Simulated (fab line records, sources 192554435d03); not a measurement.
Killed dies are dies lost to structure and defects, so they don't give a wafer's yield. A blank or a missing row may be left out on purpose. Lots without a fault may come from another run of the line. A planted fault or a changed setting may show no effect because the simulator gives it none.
fab line records | flow n5_finfet | part 1 of 2: steps 1 to 26 of 32
record lots=5 wafers=15 last_day=18
route steps=1938 shown BEOL_M8@1390 BEOL_M9@1401
lots that met no fault: from a run of the same line without faults
start_h: hours from the record's first day to the start of the lot's first wafer shown | wait_h: hours since the lot's step before | " the same as in the row above | L1.1+2: a row that stands for several wafers | - no value, or no start given | * or withheld: withheld | < > ~ a bound
route shown NAME@n: a module of which the file shows steps, and the number in the route of the first | usual: mean/standard deviation of fault-free wafers | same: alike in all rows | chamber/n: place in a boat | sites: the reading at each site | _std_site: their standard deviation | _edge_site: outer sites' mean less inner sites' | radius_mm: how far each site lies from the wafer's centre | mask NAME#n: copy n | behind: the tool/chamber that last shaped the wafer | hold: why the lot was held/for how many hours/how that ended | device: the transistor (n, p or np) that didn't switch | end of line: the same wafers' tests at the end of the route | a step without rows: its recipe alone | killed: dies lost to structure and defects at the first sort, not the wafer's yield | map: a wafer's dies, x killed, . not, _ none there
set.NAME: the setting as run; set.NAME@STEP: as run at that earlier step | model.NAME: the simulator's own value behind a step, which no gauge read
lots at some steps of the route; a table a step, a row a wafer
services: from which hour (start_h, from the record's first day; less than 0 if before it) a tool's chamber was out of use, for how many hours, and why
## steps
# step N5_BEOL_M8_SURFACE_TREAT_79
# recipe gas=Ar time_s=* ion_energy_ev=* ion_current_ma_cm2=0.5 pressure_mtorr=* ar_flow_sccm=30
# usual throttle_valve_pct=*
# columns lot.wafer tool chamber start_h wait_h throttle_valve_pct
L084.1 pvd_sputter-01 - 259.82 0.3 *
L084.3 " - " " *
L084.6 " - " " *
L087.2 pvd_sputter-02 - 281.23 0.2 *
L087.4 " - " " *
L087.5 " - " " *
L090.2 pvd_sputter-02 - 299.94 0.2 *
L090.5 " - " " *
L090.6 " - " " *
L094.2 pvd_sputter-02 - 320.57 1.8 *
L094.3 " - " " *
L094.4 " - " " *
L097.2 pvd_sputter-03 - 353.45 0.3 *
L097.4 " - " " *
L097.6 " - " " *
# step N5_BEOL_M8_CVD_78
# recipe material=Co target_thk_a=20 temp_c=withheld precursor=CCTBA/H2 pressure_torr=30 time_s=142.3
# columns lot.wafer tool chamber start_h wait_h
L084.1+3+6 cvd_co-01 2,1,1 259.88 0.0
L087.2+4+5 cvd_co-02 2,1,0 281.30 0.0
L090.2+5+6 cvd_co-02 2,0,2 300.02 0.1
L094.2+3+4 cvd_co-01 2,0,2 320.86 0.3
L097.2+4+6 cvd_co-01 0,0,2 353.53 0.1
# step N5_BEOL_M8_SPUTTER_48
# recipe material=Cu target_thk_a=100 temp_c=-20 bias_v=60 power_w=26000 chamber_pressure_pa=0.13 time_s=1.667
# usual cathode_dc_power_W=26000/5.1 chamber_pressure_pa=0.13002/0.00024 chuck_sensor_temp_C=-16.1/0.49 throttle_valve_pct=29.9/0.75
# columns lot.wafer tool chamber start_h wait_h cathode_dc_power_W chamber_pressure_pa chuck_sensor_temp_C throttle_valve_pct
L084.1 pvd_sputter-02 - 260.00 0.1 25996 0.12957 -15.6 29.3
L084.3 " - " " 26008 0.13026 -15.7 30.2
L084.6 " - " " 25991 0.13003 -15.8 30.1
L087.2 pvd_sputter-02 - 281.45 0.1 25997 0.13024 -16.7 28.5
L087.4 " - " " 25997 0.13023 -15.7 29.3
L087.5 " - " " 26002 0.13062 -15.9 30.1
L090.2 pvd_sputter-01 - 300.46 0.4 25997 0.12986 -16.6 30.3
L090.5 " - " " 26000 0.12992 -16.6 30.0
L090.6 " - " " 25991 0.12991 -16.5 30.3
L094.2 pvd_sputter-01 - 321.57 0.7 26008 0.12986 -16.5 30.3
L094.3 " - " " 26000 0.13019 -15.6 29.5
L094.4 " - " " 26009 0.13 -16.4 30.3
L097.2 pvd_sputter-01 - 354.05 0.5 25992 0.12981 -16.5 29.8
L097.4 " - " " 25991 0.12974 -16.5 30.2
L097.6 " - " " 25997 0.12977 -16.6 30.0
# step N5_BEOL_M8_ECD_50
# recipe material=Cu target_thk_a=3000
# columns lot.wafer tool chamber start_h wait_h
L084.1+3+6 ecd_cu-01 0,1,0 260.13 0.1
L087.2+4+5 ecd_cu-02 1,1,0 281.57 0.1
L090.2+5+6 ecd_cu-01 0,1,0 300.57 0.1
L094.2+3+4 ecd_cu-02 1,1,0 321.69 0.1
L097.2+4+6 ecd_cu-01 1,0,0 354.17 0.1
# step N5_BEOL_M8_ANNEAL_51
# recipe temp_c=225 time_s=90 ambient=N2
# usual wafer_temp_C_max=225.62/0.21
# columns lot.wafer tool chamber start_h wait_h wafer_temp_C_max
L084.1 rtp_anneal-01 0 264.57 4.4 225.42
L084.3 " 0 " " 225.12
L084.6 " 0 " " 225.54
L087.2 rtp_anneal-02 0 281.71 0.1 225.57
L087.4 " 0 " " 225.80
L087.5 " 0 " " 225.75
L090.2 rtp_anneal-01 0 300.71 0.1 225.85
L090.5 " 0 " " 225.72
L090.6 " 0 " " 225.74
L094.2 rtp_anneal-01 0 321.87 0.2 225.18
L094.3 " 0 " " 225.65
L094.4 " 0 " " 225.36
L097.2 rtp_anneal-01 0 354.60 0.4 225.45
L097.4 " 0 " " 225.66
L097.6 " 0 " " 225.53
# step N5_BEOL_M8_CMP_52
# recipe stop_on=SiCOH_lowk t_overpolish_s=6.9 down_force_psi=1 platen_rpm=50 clearing_platen_down_force_psi=1.5 clearing_platen_rpm=50 post_cmp_clean=cu_alkaline target_thk_nm=80 clearing_platen_pad_velocity_m_s=0.99484 pad_velocity_m_s=0.99484
# usual barrier_field_endpoint_s=29.0/0.68 motor_current_A=6.0/0.82 overpolish_run_s=6.900/0.0088 time_to_endpoint_s=63.0/2.8
# columns lot.wafer tool chamber start_h wait_h barrier_field_endpoint_s motor_current_A overpolish_run_s time_to_endpoint_s
L084.1 cmp-02 3 264.91 0.3 29.6 5.6 6.919 63.1
L084.3 " 0 " " 29.2 6.6 6.909 61.6
L084.6 " 2 " " 30.1 5.5 6.908 60.9
L087.2 cmp-02 0 281.96 0.2 28.5 6.9 6.900 61.9
L087.4 " 3 " " 29.6 5.9 6.891 61.4
L087.5 " 0 " " 29.7 6.9 6.906 61.2
L090.2 cmp-04 1 301.05 0.3 28.1 5.4 6.899 61.1
L090.5 " 3 " " 28.5 5.3 6.893 58.4
L090.6 " 0 " " 29.4 7.4 6.895 60.1
L094.2 cmp-04 1 322.35 0.4 29.0 4.9 6.895 60.4
L094.3 " 2 " " 28.4 6.3 6.889 59.5
L094.4 " 0 " " 29.6 7.4 6.904 63.3
L097.2 cmp-04 1 354.95 0.3 28.6 5.1 6.910 63.2
L097.4 " 2 " " 28.9 6.1 6.906 63.7
L097.6 " 0 " " 29.0 7.6 6.917 63.0
# step N5_BEOL_M8_THK_MEAS_53
# recipe thk_meas_gauge=xrf reads=Cu_of_BEOL_M8_ECD_50
# usual M8_THK=79.4/1.5
# columns lot.wafer tool chamber start_h wait_h M8_THK[nm]
L084.1 film_metro-01 - 265.17 - 78.4
L084.3 " - " " 79.0
L084.6 " - " " 80.1
L087.2 film_metro-01 - 282.26 - 79.5
L087.4 " - " " 77.7
L087.5 " - " " 80.8
L090.2 film_metro-01 - 301.27 - 76.6
L090.5 " - " " 79.6
L090.6 " - " " 76.4
L094.2 film_metro-01 - 322.65 - 78.8
L094.3 " - " " 79.8
L094.4 " - " " 78.2
L097.2 film_metro-01 - 355.17 - 79.7
L097.4 " - " " 79.5
L097.6 " - " " 78.3
# step N5_BEOL_M8_PRE_CLEAN_55
# recipe gas=NH3 time_s=15 temp_c=withheld rf_power_w=300
# columns lot.wafer tool chamber start_h wait_h
L084.1+3+6 pecvd-02 1,0,0 265.20 0.0
L087.2+4+5 pecvd-04 1,2,2 282.29 0.0
L090.2+5+6 pecvd-01 1,1,0 301.31 0.0
L094.2+3+4 pecvd-01 2,0,2 322.68 0.0
L097.2+4+6 pecvd-01 1,0,1 355.20 0.0
# step N5_BEOL_M8_DEP_56
# recipe material=SiCN target_thk_a=100 temp_c=withheld precursor=3MS/NH3 pressure_torr=3 rf_w=202 time_s=17.5
# usual showerhead_plenum_p_Torr=3.663/0.017 throttle_valve_pct=8.7/0.61
# columns lot.wafer tool chamber start_h wait_h showerhead_plenum_p_Torr throttle_valve_pct
L084.1 pecvd-02 1 265.23 0.0 3.648 8.4
L084.3 " 0 " " 3.644 8.4
L084.6 " 0 " " 3.652 8.6
L087.2 pecvd-04 1 282.33 0.0 3.641 9.4
L087.4 " 2 " " 3.695 7.5
L087.5 " 2 " " 3.689 7.9
L090.2 pecvd-01 1 301.34 0.0 3.650 8.7
L090.5 " 1 " " 3.666 8.8
L090.6 " 0 " " 3.672 9.9
L094.2 pecvd-01 2 322.71 0.0 3.673 8.7
L094.3 " 0 " " 3.676 9.9
L094.4 " 2 " " 3.677 8.9
L097.2 pecvd-01 1 355.23 0.0 3.661 8.5
L097.4 " 0 " " 3.669 9.8
L097.6 " 1 " " 3.662 8.8
# step N5_BEOL_M8_RS_MEAS_57
# recipe thk_meas_gauge=four-point-probe reads=Cu_of_BEOL_M8_ECD_50+Co_of_BEOL_M8_CVD_78+TaN_of_BEOL_M8_ALD_77
# usual M8_RS=0.286/0.0058
# columns lot.wafer tool chamber start_h wait_h M8_RS[ohm/sq]
L084.1 film_metro-01 - 265.30 0.1 0.295
L084.3 " - " " 0.290
L084.6 " - " " 0.286
L087.2 film_metro-01 - 282.42 0.1 0.284
L087.4 " - " " 0.291
L087.5 " - " " 0.279
L090.2 film_metro-01 - 301.40 0.1 0.296
L090.5 " - " " 0.283
L090.6 " - " " 0.299
L094.2 film_metro-01 - 322.78 0.1 0.286
L094.3 " - " " 0.283
L094.4 " - " " 0.290
L097.2 film_metro-01 - 355.30 0.1 0.284
L097.4 " - " " 0.286
L097.6 " - " " 0.291
# step N5_BEOL_M8_INSPECT_58
# recipe inspect_instrument=darkfield mode=post_dep
# usual raw_defect_count=70/25
# columns lot.wafer tool chamber start_h wait_h raw_defect_count
L084.1 defect_inspect-02 - 265.32 0.0 67
L084.3 " - " " 46
L084.6 " - " " 93
L087.2 defect_inspect-02 - 282.44 0.0 80
L087.4 " - " " 154
L087.5 " - " " 59
L090.2 defect_inspect-01 - 301.43 0.0 78
L090.5 " - " " 97
L090.6 " - " " 76
L094.2 defect_inspect-01 - 322.80 0.0 82
L094.3 " - " " 62
L094.4 " - " " 73
L097.2 defect_inspect-01 - 355.32 0.0 65
L097.4 " - " " 39
L097.6 " - " " 69
# step N5_BEOL_M9_ILD_DEP_00
# recipe material=SiCOH_lowk target_thk_a=3085.1 temp_c=300 precursor=DEMS/porogen pressure_torr=5 rf_w=500 time_s=58
# usual heater_power_w=310/80 showerhead_plenum_p_Torr=5.735/0.018 throttle_valve_pct=13.7/0.81
# columns lot.wafer tool chamber start_h wait_h heater_power_w showerhead_plenum_p_Torr throttle_valve_pct
L084.1 pecvd-04 1 265.36 0.0 166 5.712 14.1
L084.3 " 2 " " 393 5.756 12.0
L084.6 " 1 " " 177 5.714 13.8
L087.2 pecvd-01 2 282.48 0.0 361 5.740 13.6
L087.4 " 0 " " 387 5.737 15.3
L087.5 " 2 " " 377 5.747 13.3
L090.2 pecvd-03 1 301.47 0.0 318 5.762 13.5
L090.5 " 0 " " 330 5.734 14.7
L090.6 " 1 " " 255 5.739 13.4
L094.2 pecvd-01 0 322.84 0.0 382 5.739 15.2
L094.3 " 1 " " 361 5.740 13.3
L094.4 " 2 " " 413 5.744 13.5
L097.2 pecvd-04 2 355.36 0.0 346 5.750 12.2
L097.4 " 0 " " 241 5.715 13.5
L097.6 " 2 " " 365 5.773 12.3
# step N5_BEOL_M9_CURE_71
# recipe temp_c=385 time_s=240 ambient=He/Ar material=SiCOH_lowk
# usual lamp_power_pct=52.31/0.059 wafer_temp_C_max=386.6/0.59
# columns lot.wafer tool chamber start_h wait_h lamp_power_pct wafer_temp_C_max
L084.1 uv_cure-03 1 265.47 0.1 52.30 386.4
L084.3 " 1 " " 52.24 386.5
L084.6 " 1 " " 52.30 386.6
L087.2 uv_cure-03 0 282.64 0.1 52.19 387.2
L087.4 " 0 " " 52.35 387.4
L087.5 " 0 " " 52.51 387.2
L090.2 uv_cure-03 1 301.62 0.1 52.25 386.2
L090.5 " 1 " " 52.34 386.3
L090.6 " 1 " " 52.39 386.0
L094.2 uv_cure-01 2 323.08 0.2 52.30 386.3
L094.3 " 2 " " 52.33 386.0
L094.4 " 2 " " 52.29 386.5
L097.2 uv_cure-02 1 355.64 0.3 52.35 387.1
L097.4 " 1 " " 52.27 387.4
L097.6 " 1 " " 52.32 386.7
# step N5_BEOL_M9_THK_MEAS_01
# recipe reads=SiCOH_lowk_of_BEOL_M9_ILD_DEP_00
# usual M9_ILD_THK=268/3.3
# columns lot.wafer tool chamber start_h wait_h M9_ILD_THK[nm]
L084.1 film_metro-02 - 265.98 0.4 269
L084.3 " - " " 271
L084.6 " - " " 271
L087.2 film_metro-01 - 283.07 0.4 267
L087.4 " - " " 269
L087.5 " - " " 269
L090.2 film_metro-02 - 302.07 0.4 267
L090.5 " - " " 272
L090.6 " - " " 276
L094.2 film_metro-02 - 323.91 0.7 266
L094.3 " - " " 264
L094.4 " - " " 274
L097.2 film_metro-01 - 356.08 0.4 267
L097.4 " - " " 273
L097.6 " - " " 272
# step N5_BEOL_M9_PECVD_70
# recipe material=SiO2 target_thk_a=200 temp_c=400 precursor=TEOS/O2 pressure_torr=5.5 rf_w=450 teos_flow_sccm=53.8 gas=O2 flow_sccm=3000 time_s=22.7
# usual heater_power_w=730/140 showerhead_plenum_p_Torr=8.76/0.073 throttle_valve_pct=22.2/1.3
# columns lot.wafer tool chamber start_h wait_h heater_power_w showerhead_plenum_p_Torr throttle_valve_pct
L084.1 pecvd-04 2 266.02 0.0 797 8.88 19.5
L084.3 " 1 " " 428 8.67 22.5
L084.6 " 1 " " 430 8.65 22.5
L087.2 pecvd-01 0 283.11 0.0 816 8.81 24.2
L087.4 " 0 " " 837 8.81 24.2
L087.5 " 2 " " 878 8.84 21.7
L090.2 pecvd-01 2 302.11 0.0 885 8.83 21.8
L090.5 " 2 " " 898 8.82 21.8
L090.6 " 0 " " 879 8.82 24.5
L094.2 pecvd-03 0 323.95 0.0 786 8.74 23.8
L094.3 " 1 " " 690 8.86 22.0
L094.4 " 2 " " 939 8.70 22.7
L097.2 pecvd-03 2 356.11 0.0 910 8.68 22.4
L097.4 " 2 " " 899 8.69 22.6
L097.6 " 0 " " 770 8.75 23.8
# step N5_BEOL_M9_HM_DEP_02
# recipe material=TiN target_thk_a=200 temp_c=25 chamber_pressure_pa=0.49996
# usual chamber_pressure_pa=0.4999/0.00094 throttle_valve_pct=29.9/0.81
# columns lot.wafer tool chamber start_h wait_h chamber_pressure_pa throttle_valve_pct
L084.1 pvd_sputter-01 - 266.31 0.3 0.5000 31.1
L084.3 " - " " 0.4997 30.0
L084.6 " - " " 0.5000 29.6
L087.2 pvd_sputter-01 - 283.26 0.1 0.5005 29.4
L087.4 " - " " 0.4988 29.6
L087.5 " - " " 0.4980 29.6
L090.2 pvd_sputter-02 - 302.58 0.5 0.4987 31.3
L090.5 " - " " 0.5000 30.0
L090.6 " - " " 0.5006 29.1
L094.2 pvd_sputter-01 - 324.17 0.2 0.4990 30.9
L094.3 " - " " 0.4997 29.7
L094.4 " - " " 0.5001 29.7
L097.2 pvd_sputter-03 - 358.07 1.9 0.5014 30.5
L097.4 " - " " 0.5000 29.9
L097.6 " - " " 0.5009 29.0
# step N5_BEOL_M9_COAT_59
# recipe resist=SOC temp_c=250 time_s=60 spin_rpm=1500 resist_thk_nm=100
# usual spin_speed_rpm=1500.1/1.1
# columns lot.wafer tool chamber start_h wait_h spin_speed_rpm
L084.1 litho_track-04 0 266.44 0.1 1500.1
L084.3 " 0 " " 1500.3
L084.6 " 0 " " 1499.2
L087.2 litho_track-01 0 283.38 0.1 1500.8
L087.4 " 0 " " 1499.1
L087.5 " 0 " " 1499.4
L090.2 litho_track-04 0 302.70 0.1 1497.5
L090.5 " 0 " " 1499.6
L090.6 " 0 " " 1498.9
L094.2 litho_track-04 0 324.30 0.1 1498.9
L094.3 " 0 " " 1498.3
L094.4 " 0 " " 1498.0
L097.2 litho_track-01 0 358.20 0.1 1500.8
L097.4 " 0 " " 1499.9
L097.6 " 0 " " 1500.0
# step N5_BEOL_M9_COAT_60
# recipe resist=SiARC temp_c=220 time_s=60 spin_rpm=1500 resist_thk_nm=30
# usual spin_speed_rpm=1500.0/1.1
# columns lot.wafer tool chamber start_h wait_h spin_speed_rpm
L084.1 litho_track-04 0 - - 1501.1
L084.3 " 0 " " 1502.4
L084.6 " 0 " " 1499.1
L087.2 litho_track-01 0 - - 1498.4
L087.4 " 0 " " 1499.7
L087.5 " 0 " " 1499.2
L090.2 litho_track-04 0 - - 1501.8
L090.5 " 0 " " 1500.1
L090.6 " 0 " " 1500.3
L094.2 litho_track-04 0 - - 1501.9
L094.3 " 0 " " 1502.5
L094.4 " 0 " " 1499.7
L097.2 litho_track-01 0 - - 1501.0
L097.4 " 0 " " 1500.4
L097.6 " 0 " " 1499.7
# step N5_BEOL_M9_COAT_05
# recipe resist=CAR-ArF spin_rpm=1500 resist_thk_nm=90
# usual spin_speed_rpm=1500.1/1.2
# columns lot.wafer tool chamber start_h wait_h spin_speed_rpm
L084.1 litho_track-04 0 - - 1503.6
L084.3 " 0 " " 1501.5
L084.6 " 0 " " 1501.8
L087.2 litho_track-01 0 - - 1501.4
L087.4 " 0 " " 1500.2
L087.5 " 0 " " 1499.5
L090.2 litho_track-04 0 - - 1499.5
L090.5 " 0 " " 1501.2
L090.6 " 0 " " 1498.9
L094.2 litho_track-04 0 - - 1499.6
L094.3 " 0 " " 1498.4
L094.4 " 0 " " 1501.5
L097.2 litho_track-01 0 - - 1499.9
L097.4 " 0 " " 1500.6
L097.6 " 0 " " 1498.7
# step N5_BEOL_M9_EBR_07
# recipe solvent=PGMEA ebr_width_mm=1.5
# columns lot.wafer tool chamber start_h wait_h
L084.1+3+6 litho_track-04 0 - -
L087.2+4+5 litho_track-01 0 - -
L090.2+5+6 litho_track-04 0 - -
L094.2+3+4 litho_track-04 0 - -
L097.2+4+6 litho_track-01 0 - -
# step N5_BEOL_M9_SOFTBAKE_06
# recipe temp_c=110 time_s=60 resist=CAR-ArF
# columns lot.wafer tool chamber start_h wait_h
L084.1+3+6 litho_track-04 0 - -
L087.2+4+5 litho_track-01 0 - -
L090.2+5+6 litho_track-04 0 - -
L094.2+3+4 litho_track-04 0 - -
L097.2+4+6 litho_track-01 0 - -
# step N5_BEOL_M9_EXPOSE_08
# recipe mask_id=M9 na=1.35 source_shape=dipole sigma_inner=0.411 sigma_outer=0.611 polarization=te dose_mj=53.75
# same sigma_outer=0.611
# columns lot.wafer tool chamber start_h wait_h mask
L084.1+3+6 arfi_scanner-03 0 266.68 - M9#0
L087.2+4+5 arfi_scanner-01 0 283.63 - M9#0
L090.2+5+6 arfi_scanner-02 0 302.95 - M9#0
L094.2+3+4 arfi_scanner-03 0 324.55 - M9#0
L097.2+4+6 arfi_scanner-01 0 358.45 - M9#0
# step N5_BEOL_M9_PEB_09
# recipe peb_temp_c=withheld peb_time_s=60 resist=CAR-ArF
# columns lot.wafer tool chamber start_h wait_h
L084.1+3+6 litho_track-05 0 266.74 0.1
L087.2+4+5 litho_track-05 0 283.69 0.0
L090.2+5+6 litho_track-04 0 303.01 0.0
L094.2+3+4 litho_track-04 0 324.60 0.0
L097.2+4+6 litho_track-05 0 358.50 0.0
# step N5_BEOL_M9_DEVELOP_10
# recipe develop_time_s=30 developer=TMAH resist=CAR-ArF rinse_liquid=diw dry=air_spin dev_temp_c=23
# columns lot.wafer tool chamber start_h wait_h
L084.1+3+6 litho_track-05 0 - -
L087.2+4+5 litho_track-05 0 - -
L090.2+5+6 litho_track-04 0 - -
L094.2+3+4 litho_track-04 0 - -
L097.2+4+6 litho_track-05 0 - -
# step N5_BEOL_M9_CD_MEAS_11
# recipe target_cd_nm=64.1 landing_energy_ev=500 detector=se_inlens polarity=opening
# usual cd_nm=64.0/0.45
# columns lot.wafer tool chamber start_h wait_h cd_nm
L084.1 cd_sem-03 0 266.81 - 63.4
L084.3 " 0 " " 64.5
L084.6 " 0 " " 63.2
L087.2 cd_sem-03 0 283.75 - 64.9
L087.4 " 0 " " 63.9
L087.5 " 0 " " 64.1
L090.2 cd_sem-01 0 303.07 - 64.1
L090.5 " 0 " " 64.0
L090.6 " 0 " " 63.5
L094.2 cd_sem-03 0 324.67 - 63.9
L094.3 " 0 " " 63.4
L094.4 " 0 " " 63.7
L097.2 cd_sem-03 0 358.57 - 63.0
L097.4 " 0 " " 63.6
L097.6 " 0 " " 63.6
# step N5_BEOL_M9_OVL_MEAS_12
# recipe points_per_wafer=44
# usual M9_OVL=-0.2/0.87
# columns lot.wafer tool chamber start_h wait_h M9_OVL[nm]
L084.1 overlay-02 0 266.84 0.0 -1.3
L084.3 " 0 " " -0.7
L084.6 " 0 " " -2.0
L087.2 overlay-01 0 283.78 0.0 -0.8
L087.4 " 0 " " -1.7
L087.5 " 0 " " -0.7
L090.2 overlay-02 0 303.10 0.0 1.0
L090.5 " 0 " " 1.2
L090.6 " 0 " " 1.5
L094.2 overlay-01 0 324.70 0.0 -0.6
L094.3 " 0 " " -0.2
L094.4 " 0 " " -0.4
L097.2 overlay-01 0 358.60 0.0 -0.9
L097.4 " 0 " " -0.1
L097.6 " 0 " " -0.9
